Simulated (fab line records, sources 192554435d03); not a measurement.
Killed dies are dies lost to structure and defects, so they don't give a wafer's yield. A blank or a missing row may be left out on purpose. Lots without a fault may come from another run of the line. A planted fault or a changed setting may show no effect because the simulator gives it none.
Which tool did it? | flow n5_finfet | 24 lots, 72 wafers sampled, at 6 steps of a route of 1938

WHAT THE GAUGES READ, wafer by wafer
The record holds no reading of a measuring or inspecting step that can be judged against a usual standard deviation.

WHICH TOOL RAN EACH LOT (tool, then ch and the chambers of the sampled wafers, then the start)
lot  | N5_BEOL_M3_SPUTTER_48        | N5_BEOL_M3_ANNEAL_91         | N5_BEOL_M4_ETCH_64                 | N5_BEOL_M4_TRENCH_ETCH_37                     | N5_BEOL_M4_SPUTTER_79        | N5_BEOL_M4_SPUTTER_96
L074 | pvd_sputter-01, day 7 06:47  | pvd_sputter-01, day 7 07:58  | rie_diel-02 ch 1,2, day 7 11:15    | rie_diel-06 ch 2,3, day 7 18:40 or earlier    | pvd_sputter-01, day 7 18:40  | pvd_sputter-01, day 7 20:12
L075 | pvd_sputter-03, day 7 07:14  | pvd_sputter-03, day 7 08:25  | rie_diel-02 ch 0,1,3, day 7 11:29  | rie_diel-06 ch 0,2, day 7 19:11 or earlier    | pvd_sputter-03, day 7 19:11  | pvd_sputter-03, day 7 20:44
L076 | pvd_sputter-02, day 7 21:30  | pvd_sputter-02, day 7 22:41  | rie_diel-06 ch 2,3, day 8 02:20    | rie_diel-06 ch 0,2,3, day 8 09:01 or earlier  | pvd_sputter-01, day 8 09:01  | pvd_sputter-01, day 8 10:33
L077 | pvd_sputter-01, day 7 22:31  | pvd_sputter-01, day 7 23:42  | rie_diel-06 ch 2,3, day 8 03:17    | rie_diel-05 ch 1,2, day 8 11:51 or earlier    | pvd_sputter-01, day 8 11:51  | pvd_sputter-01, day 8 13:23
L078 | pvd_sputter-01, day 8 13:33  | pvd_sputter-01, day 8 14:44  | rie_diel-06 ch 0,2, day 8 17:52    | rie_diel-05 ch 0,1,3, day 8 22:19 or earlier  | pvd_sputter-03, day 8 22:19  | pvd_sputter-03, day 8 23:51
L080 | pvd_sputter-03, day 8 15:21  | pvd_sputter-03, day 8 16:32  | rie_diel-05 ch 0,2,3, day 8 20:39  | rie_diel-02 ch 0,1,2, day 9 01:34 or earlier  | pvd_sputter-01, day 9 01:34  | pvd_sputter-01, day 9 03:06
L079 | pvd_sputter-01, day 8 18:13  | pvd_sputter-01, day 8 19:23  | rie_diel-05 ch 1,2,3, day 9 00:14  | rie_diel-02 ch 0,1,3, day 9 05:05 or earlier  | pvd_sputter-01, day 9 05:05  | pvd_sputter-01, day 9 06:37
L081 | pvd_sputter-03, day 9 03:03  | pvd_sputter-03, day 9 04:14  | rie_diel-02 ch 2,3, day 9 07:35    | rie_diel-06 ch 0,3, day 9 10:38 or earlier    | pvd_sputter-02, day 9 10:38  | pvd_sputter-02, day 9 12:10
L082 | pvd_sputter-02, day 9 04:26  | pvd_sputter-02, day 9 05:37  | rie_diel-02 ch 0,2,3, day 9 09:58  | rie_diel-02 ch 0,1,3, day 9 14:24 or earlier  | pvd_sputter-03, day 9 14:24  | pvd_sputter-03, day 9 15:56
L083 | pvd_sputter-01, day 9 15:34  | pvd_sputter-01, day 9 16:45  | rie_diel-06 ch 0,1, day 9 19:27    | rie_diel-05 ch 1,3, day 10 03:58 or earlier   | pvd_sputter-01, day 10 03:58 | pvd_sputter-01, day 10 05:31
L084 | pvd_sputter-01, day 9 18:58  | pvd_sputter-01, day 9 20:09  | rie_diel-05 ch 1,2,3, day 10 08:13 | rie_diel-05 ch 0,3, day 10 11:22 or earlier   | pvd_sputter-02, day 10 11:22 | pvd_sputter-02, day 10 12:54
L086 | pvd_sputter-01, day 10 05:38 | pvd_sputter-01, day 10 06:49 | rie_diel-02 ch 2,3, day 10 10:07   | rie_diel-02 ch 0,1,3, day 10 14:48 or earlier | pvd_sputter-02, day 10 14:48 | pvd_sputter-02, day 10 16:20
L085 | pvd_sputter-02, day 10 08:59 | pvd_sputter-02, day 10 10:10 | rie_diel-02 ch 0,1,3, day 10 14:31 | rie_diel-06 ch 1,3, day 10 17:42 or earlier   | pvd_sputter-01, day 10 17:42 | pvd_sputter-01, day 10 19:14
L087 | pvd_sputter-01, day 10 14:20 | pvd_sputter-01, day 10 15:31 | rie_diel-05 ch 1,2, day 10 20:34   | rie_diel-06 ch 0,1,3, day 11 03:56 or earlier | pvd_sputter-02, day 11 03:56 | pvd_sputter-02, day 11 05:29
L088 | pvd_sputter-01, day 10 19:24 | pvd_sputter-01, day 10 20:35 | rie_diel-05 ch 0,3, day 11 00:19   | rie_diel-02 ch 0,1,3, day 11 11:35 or earlier | pvd_sputter-03, day 11 11:35 | pvd_sputter-03, day 11 13:08
L089 | pvd_sputter-03, day 10 21:26 | pvd_sputter-03, day 10 22:37 | rie_diel-06 ch 2,3, day 11 02:59   | rie_diel-05 ch 0,1, day 11 14:41 or earlier   | pvd_sputter-03, day 11 14:41 | pvd_sputter-03, day 11 16:14
L090 | pvd_sputter-01, day 11 06:53 | pvd_sputter-01, day 11 08:04 | rie_diel-06 ch 2,3, day 11 11:16   | rie_diel-06 ch 0,1,2, day 11 14:58 or earlier | pvd_sputter-02, day 11 14:58 | pvd_sputter-02, day 11 16:30
L091 | pvd_sputter-03, day 11 17:53 | pvd_sputter-03, day 11 19:04 | rie_diel-05 ch 0,2, day 11 23:51   | rie_diel-02 ch 0,2, day 12 07:01 or earlier   | pvd_sputter-02, day 12 07:01 | pvd_sputter-02, day 12 08:33
L092 | pvd_sputter-01, day 11 21:25 | pvd_sputter-01, day 11 22:35 | rie_diel-06 ch 0,1,2, day 12 01:07 | rie_diel-02 ch 0,2,3, day 12 10:17 or earlier | pvd_sputter-03, day 12 10:17 | pvd_sputter-03, day 12 11:49
L093 | pvd_sputter-03, day 12 01:14 | pvd_sputter-03, day 12 02:25 | rie_diel-06 ch 0,1, day 12 06:25   | rie_diel-02 ch 0,2,3, day 12 13:51 or earlier | pvd_sputter-02, day 12 13:51 | pvd_sputter-02, day 12 15:23
L094 | pvd_sputter-01, day 12 07:19 | pvd_sputter-01, day 12 08:30 | rie_diel-06 ch 0,1,3, day 12 12:46 | rie_diel-05 ch 0,1,2, day 12 16:37 or earlier | pvd_sputter-01, day 12 16:37 | pvd_sputter-01, day 12 18:09
L095 | pvd_sputter-02, day 12 11:47 | pvd_sputter-02, day 12 12:58 | rie_diel-02 ch 0,2,3, day 12 16:06 | rie_diel-02 ch 0,1,3, day 12 22:09 or earlier | pvd_sputter-01, day 12 22:09 | pvd_sputter-01, day 12 23:41
L096 | pvd_sputter-01, day 12 19:01 | pvd_sputter-01, day 12 20:11 | rie_diel-02 ch 0,1,3, day 13 00:56 | rie_diel-02 ch 0,1,2, day 13 09:49 or earlier | pvd_sputter-01, day 13 09:49 | pvd_sputter-01, day 13 11:22
L097 | pvd_sputter-03, day 12 19:33 | pvd_sputter-03, day 12 20:44 | rie_diel-06 ch 0,1,2, day 13 01:00 | rie_diel-02 ch 0,1, day 13 13:07 or earlier   | pvd_sputter-02, day 13 13:07 | pvd_sputter-02, day 13 14:39
- N5_BEOL_M3_SPUTTER_48: material Cu, target thk 4.5 nm, time 8.29 s.
- N5_BEOL_M3_ANNEAL_91: time 240 s.
- N5_BEOL_M4_ETCH_64: etches SOC in N2/H2, target depth 75 nm, overetch 22.5 nm, time 121.9 s.
- N5_BEOL_M4_TRENCH_ETCH_37: etches SiOC in C4F6/O2, target depth 55.555 nm, time 29.2 s.
- N5_BEOL_M4_SPUTTER_79: material Cu, target thk 4.5 nm, time 8.29 s.
- N5_BEOL_M4_SPUTTER_96: material Cu, target thk 4.5 nm, time 8.29 s.

WHAT THE TOOLS THEMSELVES READ (means of the sampled wafers that have a number; where no wafer has one, the mark that the record gives instead)
N5_BEOL_M3_SPUTTER_48. Usual: throttle_valve_pct 30.0 %, standard deviation 1.1.
lot  | tool           | throttle_valve_pct (%) | flag
L074 | pvd_sputter-01 | 29.4                   |
L075 | pvd_sputter-03 | 30.0                   |
L076 | pvd_sputter-02 | 29.2                   |
L077 | pvd_sputter-01 | 30.5                   |
L078 | pvd_sputter-01 | 30.8                   |
L080 | pvd_sputter-03 | 30.0                   |
L079 | pvd_sputter-01 | 30.3                   |
L081 | pvd_sputter-03 | 30.1                   |
L082 | pvd_sputter-02 | 28.6                   |
L083 | pvd_sputter-01 | 30.0                   |
L084 | pvd_sputter-01 | 30.0                   |
L086 | pvd_sputter-01 | 30.6                   |
L085 | pvd_sputter-02 | 29.0                   |
L087 | pvd_sputter-01 | 29.8                   |
L088 | pvd_sputter-01 | 30.5                   |
L089 | pvd_sputter-03 | 30.6                   |
L090 | pvd_sputter-01 | 29.9                   |
L091 | pvd_sputter-03 | 30.7                   |
L092 | pvd_sputter-01 | 30.6                   |
L093 | pvd_sputter-03 | 30.0                   |
L094 | pvd_sputter-01 | 29.8                   |
L095 | pvd_sputter-02 | 29.5                   |
L096 | pvd_sputter-01 | 29.6                   |
L097 | pvd_sputter-03 | 30.7                   |

N5_BEOL_M3_ANNEAL_91. Usual: heater_power_w 801 W, standard deviation 53; susceptor_temp_C_max 401.0, standard deviation 0.44.
lot  | tool           | heater_power_w (W) | susceptor_temp_C_max | flag
L074 | pvd_sputter-01 | 803                | 400.8                |
L075 | pvd_sputter-03 | 752                | 400.9                |
L076 | pvd_sputter-02 | 777                | 401.0                |
L077 | pvd_sputter-01 | 827                | 401.1                |
L078 | pvd_sputter-01 | 819                | 401.8                |
L080 | pvd_sputter-03 | 825                | 400.9                |
L079 | pvd_sputter-01 | 788                | 401.2                |
L081 | pvd_sputter-03 | 751                | 400.9                |
L082 | pvd_sputter-02 | 760                | 400.7                |
L083 | pvd_sputter-01 | 779                | 400.9                |
L084 | pvd_sputter-01 | 786                | 401.5                |
L086 | pvd_sputter-01 | 818                | 401.2                |
L085 | pvd_sputter-02 | 752                | 400.8                |
L087 | pvd_sputter-01 | 771                | 401.3                |
L088 | pvd_sputter-01 | 782                | 401.4                |
L089 | pvd_sputter-03 | 793                | 400.9                |
L090 | pvd_sputter-01 | 798                | 400.8                |
L091 | pvd_sputter-03 | 837                | 401.1                |
L092 | pvd_sputter-01 | 825                | 401.3                |
L093 | pvd_sputter-03 | 818                | 400.6                |
L094 | pvd_sputter-01 | 806                | 400.9                |
L095 | pvd_sputter-02 | 782                | 400.6                |
L096 | pvd_sputter-01 | 760                | 401.3                |
L097 | pvd_sputter-03 | 829                | 400.7                |

N5_BEOL_M4_ETCH_64. Usual: drypump_motor_current_A 5.8 A, standard deviation 0.48; oes_product_au 0.57 a.u., standard deviation 0.043; rf_vpp_V 524.6 V, standard deviation 1.7; showerhead_plenum_p_Torr 2.57 Torr, standard deviation 0.058; throttle_valve_pct 17.92 %, standard deviation 0.23.
lot  | tool        | drypump_motor_current_A (A) | oes_product_au (a.u.) | rf_vpp_V (V) | showerhead_plenum_p_Torr (Torr) | throttle_valve_pct (%) | flag
L074 | rie_diel-02 | 5.5                         | 0.55                  | 522.5        | 2.52                            | 17.99                  |
L075 | rie_diel-02 | 6.3                         | 0.59                  | 525.9        | 2.60                            | 17.93                  |
L076 | rie_diel-06 | 5.6                         | 0.61                  | 524.3        | 2.56                            | 17.85                  |
L077 | rie_diel-06 | 5.6                         | 0.61                  | 524.8        | 2.56                            | 17.86                  |
L078 | rie_diel-06 | 6.1                         | 0.55                  | 523.1        | 2.53                            | 18.09                  |
L080 | rie_diel-05 | 5.3                         | 0.59                  | 525.6        | 2.61                            | 17.71                  |
L079 | rie_diel-05 | 5.5                         | 0.60                  | 526.4        | 2.62                            | 17.72                  |
L081 | rie_diel-02 | 5.4                         | 0.55                  | 523.6        | 2.53                            | 18.16                  |
L082 | rie_diel-02 | 5.9                         | 0.59                  | 525.3        | 2.59                            | 18.09                  |
L083 | rie_diel-06 | 5.9                         | 0.52                  | 525.8        | 2.58                            | 17.98                  |
L084 | rie_diel-05 | 5.5                         | 0.60                  | 526.6        | 2.62                            | 17.75                  |
L086 | rie_diel-02 | 5.6                         | 0.56                  | 523.4        | 2.54                            | 18.17                  |
L085 | rie_diel-02 | 6.3                         | 0.58                  | 525.3        | 2.59                            | 17.98                  |
L087 | rie_diel-05 | 5.3                         | 0.57                  | 525.2        | 2.61                            | 17.78                  |
L088 | rie_diel-05 | 5.5                         | 0.59                  | 525.3        | 2.61                            | 17.72                  |
L089 | rie_diel-06 | 5.6                         | 0.59                  | 524.0        | 2.55                            | 17.89                  |
L090 | rie_diel-06 | 5.6                         | 0.58                  | 524.6        | 2.55                            | 17.86                  |
L091 | rie_diel-05 | 5.1                         | 0.55                  | 525.0        | 2.60                            | 17.77                  |
L092 | rie_diel-06 | 5.9                         | 0.53                  | 524.6        | 2.55                            | 18.01                  |
L093 | rie_diel-06 | 6.2                         | 0.52                  | 523.8        | 2.54                            | 18.16                  |
L094 | rie_diel-06 | 5.9                         | 0.55                  | 524.9        | 2.55                            | 18.05                  |
L095 | rie_diel-02 | 5.8                         | 0.57                  | 524.4        | 2.58                            | 18.15                  |
L096 | rie_diel-02 | 6.3                         | 0.63                  | 525.2        | 2.58                            | 17.85                  |
L097 | rie_diel-06 | 5.9                         | 0.53                  | 523.6        | 2.55                            | 18.00                  |

N5_BEOL_M4_TRENCH_ETCH_37. Usual: drypump_motor_current_A 5.9 A, standard deviation 0.5; oes_product_au 0.77 a.u., standard deviation 0.071; rf_vpp_V 658 V, standard deviation 15; showerhead_plenum_p_Torr 2.88 Torr, standard deviation 0.054; throttle_valve_pct 20.98 %, standard deviation 0.3.
lot  | tool        | drypump_motor_current_A (A) | oes_product_au (a.u.) | rf_vpp_V (V) | showerhead_plenum_p_Torr (Torr) | throttle_valve_pct (%) | flag
L074 | rie_diel-06 | 5.6                         | 0.80                  | 656          | 2.88                            | 20.89                  |
L075 | rie_diel-06 | 6.1                         | 0.73                  | 646          | 2.84                            | 21.06                  |
L076 | rie_diel-06 | 5.9                         | 0.77                  | 655          | 2.86                            | 21.04                  |
L077 | rie_diel-05 | 5.8                         | 0.80                  | 680          | 2.90                            | 20.89                  |
L078 | rie_diel-05 | 5.7                         | 0.81                  | 669          | 2.92                            | 20.97                  |
L080 | rie_diel-02 | 6.0                         | 0.76                  | 655          | 2.88                            | 20.97                  |
L079 | rie_diel-02 | 6.2                         | 0.77                  | 650          | 2.89                            | 20.89                  |
L081 | rie_diel-06 | 5.9                         | 0.77                  | 664          | 2.87                            | 21.17                  |
L082 | rie_diel-02 | 6.2                         | 0.77                  | 650          | 2.88                            | 20.90                  |
L083 | rie_diel-05 | 6.0                         | 0.81                  | 672          | 2.91                            | 20.92                  |
L084 | rie_diel-05 | 5.5                         | 0.78                  | 668          | 2.90                            | 21.03                  |
L086 | rie_diel-02 | 6.2                         | 0.76                  | 650          | 2.88                            | 20.92                  |
L085 | rie_diel-06 | 5.7                         | 0.77                  | 670          | 2.90                            | 21.07                  |
L087 | rie_diel-06 | 5.9                         | 0.72                  | 659          | 2.87                            | 21.10                  |
L088 | rie_diel-02 | 6.2                         | 0.74                  | 649          | 2.88                            | 20.92                  |
L089 | rie_diel-05 | 5.7                         | 0.78                  | 677          | 2.87                            | 21.20                  |
L090 | rie_diel-06 | 5.9                         | 0.70                  | 649          | 2.86                            | 21.00                  |
L091 | rie_diel-02 | 6.0                         | 0.78                  | 655          | 2.93                            | 21.04                  |
L092 | rie_diel-02 | 5.8                         | 0.75                  | 647          | 2.88                            | 21.18                  |
L093 | rie_diel-02 | 5.8                         | 0.75                  | 648          | 2.88                            | 21.17                  |
L094 | rie_diel-05 | 5.5                         | 0.75                  | 678          | 2.88                            | 20.99                  |
L095 | rie_diel-02 | 6.3                         | 0.83                  | 649          | 2.87                            | 20.81                  |
L096 | rie_diel-02 | 6.0                         | 0.82                  | 655          | 2.87                            | 20.88                  |
L097 | rie_diel-02 | 6.5                         | 0.84                  | 658          | 2.91                            | 20.69                  |

N5_BEOL_M4_SPUTTER_79. Usual: throttle_valve_pct 29.8 %, standard deviation 1.3.
lot  | tool           | throttle_valve_pct (%) | flag
L074 | pvd_sputter-01 | 30.7                   |
L075 | pvd_sputter-03 | 30.2                   |
L076 | pvd_sputter-01 | 30.9                   |
L077 | pvd_sputter-01 | 30.4                   |
L078 | pvd_sputter-03 | 30.1                   |
L080 | pvd_sputter-01 | 29.7                   |
L079 | pvd_sputter-01 | 30.2                   |
L081 | pvd_sputter-02 | 28.4                   |
L082 | pvd_sputter-03 | 30.7                   |
L083 | pvd_sputter-01 | 29.7                   |
L084 | pvd_sputter-02 | 29.6                   |
L086 | pvd_sputter-02 | 28.5                   |
L085 | pvd_sputter-01 | 30.4                   |
L087 | pvd_sputter-02 | 29.6                   |
L088 | pvd_sputter-03 | 30.6                   |
L089 | pvd_sputter-03 | 31.4                   |
L090 | pvd_sputter-02 | 28.1                   |
L091 | pvd_sputter-02 | 29.8                   |
L092 | pvd_sputter-03 | 30.8                   |
L093 | pvd_sputter-02 | 28.7                   |
L094 | pvd_sputter-01 | 29.7                   |
L095 | pvd_sputter-01 | 29.7                   |
L096 | pvd_sputter-01 | 29.8                   |
L097 | pvd_sputter-02 | 29.0                   |

N5_BEOL_M4_SPUTTER_96. Usual: throttle_valve_pct 29.8 %, standard deviation 1.3.
lot  | tool           | throttle_valve_pct (%) | flag
L074 | pvd_sputter-01 | 30.5                   |
L075 | pvd_sputter-03 | 30.3                   |
L076 | pvd_sputter-01 | 30.9                   |
L077 | pvd_sputter-01 | 30.3                   |
L078 | pvd_sputter-03 | 30.1                   |
L080 | pvd_sputter-01 | 29.6                   |
L079 | pvd_sputter-01 | 30.3                   |
L081 | pvd_sputter-02 | 28.4                   |
L082 | pvd_sputter-03 | 30.5                   |
L083 | pvd_sputter-01 | 29.7                   |
L084 | pvd_sputter-02 | 29.5                   |
L086 | pvd_sputter-02 | 28.4                   |
L085 | pvd_sputter-01 | 30.7                   |
L087 | pvd_sputter-02 | 29.6                   |
L088 | pvd_sputter-03 | 30.6                   |
L089 | pvd_sputter-03 | 31.4                   |
L090 | pvd_sputter-02 | 28.1                   |
L091 | pvd_sputter-02 | 29.7                   |
L092 | pvd_sputter-03 | 30.7                   |
L093 | pvd_sputter-02 | 28.6                   |
L094 | pvd_sputter-01 | 29.8                   |
L095 | pvd_sputter-01 | 29.8                   |
L096 | pvd_sputter-01 | 30.0                   |
L097 | pvd_sputter-02 | 29.1                   |

THE ANSWER, worked out from the rows above alone
Rule: a lot is off if the mean of its wafers that have a number lies more than 3 standard deviations from the usual mean. A lot without any number at a reading at which 4 lots or more have one is off too. The other lots that the step has rows for count as sound. The gauges are gone through in route order, then the tools' own readings, and for those a lot's mean is taken as printed above. The first step at which some lot is off is used, and at that step the reading that is off furthest; a lot without a number counts as furthest.
No lot is off at any reading shown: from this, nothing can be told.

WHAT THE SIMULATOR HAD PUT IN
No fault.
